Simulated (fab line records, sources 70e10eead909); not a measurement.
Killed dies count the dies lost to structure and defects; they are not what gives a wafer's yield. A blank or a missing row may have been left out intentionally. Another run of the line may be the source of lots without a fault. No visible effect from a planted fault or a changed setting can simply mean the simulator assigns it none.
Comparing a struck lot with a sound one -- flow nandHarc -- 14 out of 1302 route steps
Sound: wafers L544.1, L544.3, L544.5. The struck wafers were L551.1, L551.2, L551.3. The cause is named last.
Per side, at each step with rows, come the tool, then ch with its chambers, and then its first start. Under that, the readings that differ: sound wafers -- struck wafers -- difference of the means -- sigmas: that difference in standard deviations of wafers without a fault.
alike: words and numbers the same on both sides, and readings whose means are apart by under 2 such deviations; not compared: readings that were withheld, readings missing a value for some wafer, numbers with overlapping values and no deviation given by the record, and bounds like >300 which may hide the same value.
The two part at a step that has a row with sigmas, a row that says differs or no value, or rows on one side only. When numbers do not overlap yet have no deviation, they are printed without sigmas and do not part them. A reading missing from all wafers of one side parts the sides only when that side holds two or more wafers.

first, 1 step without rows for these wafers: NHARC_P_M0_DEVELOP_08 (develop time 35 s).
NHARC_P_M0_CD_MEAS_09 targets a cd of 90 nm.
  sound on cdSem-03 ch 0, day 7 07:20; struck on cdSem-01 ch 0, day 10 18:19
  alike: cdNm
NHARC_P_M0_OVL_MEAS_10: pitch 180 nm.
  sound: overlay-02 at day 7 07:25; struck: overlay-02 at day 10 18:24
reading,sound,struck,difference,sigmas
overlayXNm (nm),-1.2 -0.9 -1.5,0.5 0.6 1.0,+1.9,+2
  alike: overlayYNm
NHARC_P_M0_INSPECT_11:
  sound: defectInspect-02 at day 7 07:28; struck: defectInspect-01 at day 10 18:26
  alike: rawDefectCount
NHARC_P_M0_DESCUM_14: chemistry O2, time 3 s.
  sound on rieDiel-02 ch 1,2,3, day 7 07:37; struck on rieDiel-02 ch 0,1,2, day 10 18:31
  alike: drypumpMotorCurrentA, o2FlowSccm, oesProductAu, rfVppV, showerheadPlenumPTorr, throttleValvePct
  not compared: rfHoursCounterH
NHARC_P_M0_ETCH_34: etches the open film in N2/H2, target depth 40 nm, overetch 12 nm, time 43.94 s.
  sound on rieDiel-02 ch 0,1,2, day 7 07:42; struck on rieDiel-02 ch 0,1,3, day 10 18:35
  alike: drypumpMotorCurrentA, oesProductAu, rfVppV, showerheadPlenumPTorr, throttleValvePct
  not compared: rfHoursCounterH
NHARC_P_M0_ETCH_15: etches the open film in C4F8/Ar, target depth 150 nm, overetch 15 nm, time 82.5 s.
  sound: rieDiel-02 ch 0,2; struck: rieDiel-02 ch 0,1,2
  alike: oesProductAu, rfVppV
NHARC_P_M0_CD_MEAS_16:
  sound: cdSem-03 at day 7 07:54; struck: cdSem-01 at day 10 18:48
  alike: cdNm
NHARC_P_M0_STRIP_18: strips in N2/H2.
  sound on rieDiel-04 ch 2,3, day 7 07:59; struck on rieDiel-04 ch 1,2,3, day 10 18:53
  alike: drypumpMotorCurrentA, oesProductAu, rfVppV, showerheadPlenumPTorr, throttleValvePct
  not compared: rfHoursCounterH
then, 2 steps without rows for these wafers: NHARC_P_M0_STRIP_19 (strips in post etch residue remover, time 600 s); NHARC_P_M0_DEGAS_28 (time 60 s).
NHARC_P_M0_PRE_CLEAN_29: time 30 s.
  sound on pvdSputter-01; struck on pvdSputter-02
  alike: heaterPowerW
NHARC_P_M0_PVD_20: deposits TaN, target thk 5 nm, time 8.06 s.
  sound: pvdSputter-01 at day 7 08:42; struck: pvdSputter-02 at day 10 19:32
  no value came back on the struck wafers for biasV (V), cathodeDcPowerW (W), throttleValvePct (%); on the sound wafers biasV (V) reads 169.1 166.0 169.0
then, 1 step without rows for these wafers: NHARC_P_M0_PVD_21 (deposits Cu, target thk 30 nm, time 20.49 s).

## WHERE THEY PART
Earliest at NHARC_P_M0_OVL_MEAS_10; latest, in this record, at NHARC_P_M0_PVD_20.

WHY: whatever the simulator had introduced
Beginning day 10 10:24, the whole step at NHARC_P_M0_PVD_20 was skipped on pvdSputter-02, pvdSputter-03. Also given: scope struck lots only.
